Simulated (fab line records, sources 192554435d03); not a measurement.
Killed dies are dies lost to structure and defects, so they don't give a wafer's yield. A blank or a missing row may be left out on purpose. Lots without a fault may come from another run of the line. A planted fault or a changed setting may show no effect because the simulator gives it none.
Split-lot experiment | flow n5_finfet | 7 lots, 21 wafers read, on a route of 1938 steps

THE SPLIT
At N5_BEOL_M8_TRENCH_ETCH_37 (etches SiCOH lowk in C4F6/O2, target depth 93.478 nm, time 31.2 s), the setting bias_w was moved away from the recipe's 185 W on 10 of the 21 wafers read, by -13.8% to +13.8%. The other wafers ran this setting at the recipe's value.

The reading is taken at the split's own step.

THE READING
rf_vpp_V, in V, at N5_BEOL_M8_TRENCH_ETCH_37 (etches SiCOH lowk in C4F6/O2, target depth 93.478 nm, time 31.2 s). Fault-free wafers of this fab line usually give 674 V, standard deviation 16 V.

wafer  | tool, chamber at the split | bias_w as run, W | against the recipe | rf_vpp_V, V | against lot-mates on the recipe
L076.1 | rie_diel-05, 0             | 185              | recipe             | 657         | -
L076.2 | rie_diel-05, 1             | 185              | recipe             | 690         | -
L076.4 | rie_diel-05, 3             | 185              | recipe             | 670         | -
L082.1 | rie_diel-05, 1             | 166.6            | -9.9%              | 633         | no lot-mate on the recipe
L082.2 | rie_diel-05, 0             | 166.6            | -9.9%              | 603         | no lot-mate on the recipe
L082.6 | rie_diel-05, 0             | 166.6            | -9.9%              | 605         | no lot-mate on the recipe
L089.2 | rie_diel-06, 1             | 185              | recipe             | 688         | -
L089.3 | rie_diel-06, 3             | 207.9            | +12.4%             | 720         | +32
L089.6 | rie_diel-06, 2             | 207.9            | +12.4%             | 743         | +55
L093.4 | rie_diel-05, 1             | 210.5            | +13.8%             | 763         | +95
L093.5 | rie_diel-05, 2             | 210.5            | +13.8%             | 732         | +64
L093.6 | rie_diel-05, 3             | 185              | recipe             | 668         | -
L094.1 | rie_diel-05, 3             | 185              | recipe             | 668         | -
L094.5 | rie_diel-05, 0             | 159.5            | -13.8%             | 582         | -86
L094.6 | rie_diel-05, 1             | 159.5            | -13.8%             | 614         | -54
L092.1 | rie_diel-04, 0             | 185              | recipe             | 695         | -
L092.4 | rie_diel-04, 2             | 185              | recipe             | 678         | -
L092.5 | rie_diel-04, 1             | 202.6            | +9.5%              | 741         | +54
L096.1 | rie_diel-06, 0             | 185              | recipe             | 643         | -
L096.2 | rie_diel-06, 3             | 185              | recipe             | 656         | -
L096.6 | rie_diel-06, 3             | 185              | recipe             | 657         | -

THE FIT
A straight line over all 21 wafers: rf_vpp_V changes by +5.5 V for each +1% of bias_w; r = +0.95; the points scatter about the line by 16 V.
The same after taking each lot's own level away (the mean of its wafers on the recipe; 18 wafers): +4.96 V for each +1%; r = +0.95; scatter 14 V.
On that fit, the largest move of bias_w shifts the reading by 68 V.
The lots' own levels span 652.0 to 688.0 V, that is 2.2 times the standard deviation above.
So the lot-to-lot level changes the slope: the two fits differ.
Check: with one of the wafers moved furthest among these (-13.8%) left out of the fit, the line predicts -62.1 V for it against its lot-mates. It came out at -86 V against them.
Tool readings at the split's step, against how far the setting was moved: rf_vpp_V r = +0.95.

OTHER SPLITS ON THESE WAFERS
These wafers also went through other splits before the reading. Each is held against what the fit with the lots' levels taken away leaves over:
other split on the same wafers | wafers away from the commonest value | r with rf_vpp_V (lot level and that fit taken away)
N5_BEOL_M6_EXPOSE_25 dose_mj   | 12                                   | -0.24
N5_BEOL_M7_ETCH_61 source_w    | 5                                    | +0.00
N5_BEOL_M7_COAT_64 spin_rpm    | 9                                    | +0.15
N5_BEOL_M8_COAT_05 spin_rpm    | 12                                   | -0.11
N5_BEOL_M8_ETCH_61 bias_w      | 7                                    | -0.26

THE FILE'S OWN FIT
rf_vpp_V changes by +5.01 V for each +1% of bias_w, r = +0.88.
